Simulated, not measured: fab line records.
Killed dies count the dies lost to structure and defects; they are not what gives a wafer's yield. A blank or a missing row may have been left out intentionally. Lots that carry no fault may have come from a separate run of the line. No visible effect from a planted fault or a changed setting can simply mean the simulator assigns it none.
Comparing a struck lot with a sound one || flow nand harc || 13 out of 1302 route steps
Sound: the wafers L780.1, L780.4, L780.5. Struck: wafers L772.4, L772.6. (L772.5 of the same lot was not struck and is left out.) The cause comes at the end.
Order at every step that has rows: each side's tool, ch and its chambers, its first start. Under that, the readings that differ: sound wafers || struck wafers || difference of the means || sigmas: that difference in standard deviations of wafers without a fault.
alike: readings whose means differ by less than 2 such deviations, and words and numbers that are the same on both sides. not compared: withheld readings, readings that some wafer has no value for, bounds like >300 that may hide the same value, and numbers for which the record gives no deviation and whose values overlap.
The two part at a step that has a row with sigmas, a row that says differs or no value, or rows on one side only. Numbers that don't overlap but have no deviation are shown without sigmas and don't part them. Lack of a reading on every wafer of one side parts them only where that side has two or more wafers.

NHARC_A_STAIRCASE_TRIM_191: chemistry O2, time 211.2 s.
  sound on rie diel-03 ch 0,3; struck on rie diel-11 ch 0,1
  alike: drypump motor current A, oes product au, rf vpp V, showerhead plenum p Torr, throttle valve pct
  not compared: rf hours counter h
NHARC_A_STAIRCASE_ETCH_192: etches the open film in C4F8/O2, target depth 100 nm, time 40.5 s.
  sound on rie diel-03 ch 0,2; struck on rie diel-11 ch 0
{"reading": "oes product au (a.u.)", "sound": "0.955 0.968 0.952", "struck": "0.925 0.934", "difference": -0.029, "sigmas": -2}
{"reading": "rf vpp V (V)", "sound": "903 906 904", "struck": "889 887", "difference": -16, "sigmas": -3}
  alike: run length s
  not compared: rf hours counter h
NHARC_A_STAIRCASE_TRIM_193: chemistry O2, time 211.2 s.
  sound on rie diel-03 ch 1,2,3; struck on rie diel-11 ch 2,3
  alike: drypump motor current A, oes product au, rf vpp V, showerhead plenum p Torr, throttle valve pct
  not compared: rf hours counter h
NHARC_A_STAIRCASE_ETCH_194: etches the open film in C4F8/O2, target depth 100 nm, time 40.5 s.
  sound on rie diel-03 ch 1,2,3; struck on rie diel-11 ch 2,3
  alike: oes product au, rf vpp V, run length s
  not compared: rf hours counter h
then, 1 step without rows for these wafers: NHARC_A_STAIRCASE_TRIM_196 (chemistry O2, time 211.2 s).
NHARC_A_STAIRCASE_ETCH_197: etches the open film in C4F8/O2, target depth 100 nm, time 40.5 s.
  sound on rie diel-03 ch 0,1,3; struck on rie diel-03 ch 0,2
  alike: oes product au, rf vpp V, run length s
  not compared: rf hours counter h
then, 5 steps without rows for these wafers: NHARC_A_STAIRCASE_TRIM_198 (chemistry O2, time 211.2 s); NHARC_A_STAIRCASE_ETCH_199 (etches the open film in C4F8/O2, target depth 100 nm, time 40.5 s); NHARC_A_STAIRCASE_TRIM_200 (chemistry O2, time 211.2 s); NHARC_A_STAIRCASE_ETCH_201 (etches the open film in C4F8/O2, target depth 100 nm, time 40.5 s); NHARC_A_STAIRCASE_TRIM_202 (chemistry O2, time 211.2 s).
NHARC_A_STAIRCASE_ETCH_203: etches the open film in C4F8/O2, target depth 100 nm, time 40.5 s.
  sound on rie diel-03 ch 0,1,3, day 21 20:53; struck on rie diel-03 ch 0, day 18 21:50
{"reading": "run length s (s)", "sound": "62.0 62.9 62.1", "struck": "71.8 71.5", "difference": "+9.3", "sigmas": "+22"}
  alike: oes product au, rf vpp V
  not compared: rf hours counter h
-- record jumps: 9 days between struck wafers' starts before vs after; left off in module A_STAIRCASE, resumes in module END, first step shown is number 1302 of the route --
NHARC_END_SORT_01:
  sound on prober-01 ch 0, day 30 07:22; struck on prober-02 ch 0, day 27 14:09
{"reading": "hold", "sound": "- - -", "struck": "await dispo/2.1h/release await dispo/2.1h/release", "difference": "no value on the sound wafers", "sigmas": ""}
{"reading": "killed at array", "sound": "58 43 49", "struck": "143 213", "difference": "+128", "sigmas": "+7"}
{"reading": "killed dies", "sound": "64 52 60", "struck": "147 216", "difference": "+123", "sigmas": "+6"}
  alike: killed at other, killed at periphery, killed open, killed short

## WHERE THEY PART
Earliest at NHARC_A_STAIRCASE_ETCH_192; latest, in this record, at NHARC_END_SORT_01.

WHY: what had been put in by the simulator
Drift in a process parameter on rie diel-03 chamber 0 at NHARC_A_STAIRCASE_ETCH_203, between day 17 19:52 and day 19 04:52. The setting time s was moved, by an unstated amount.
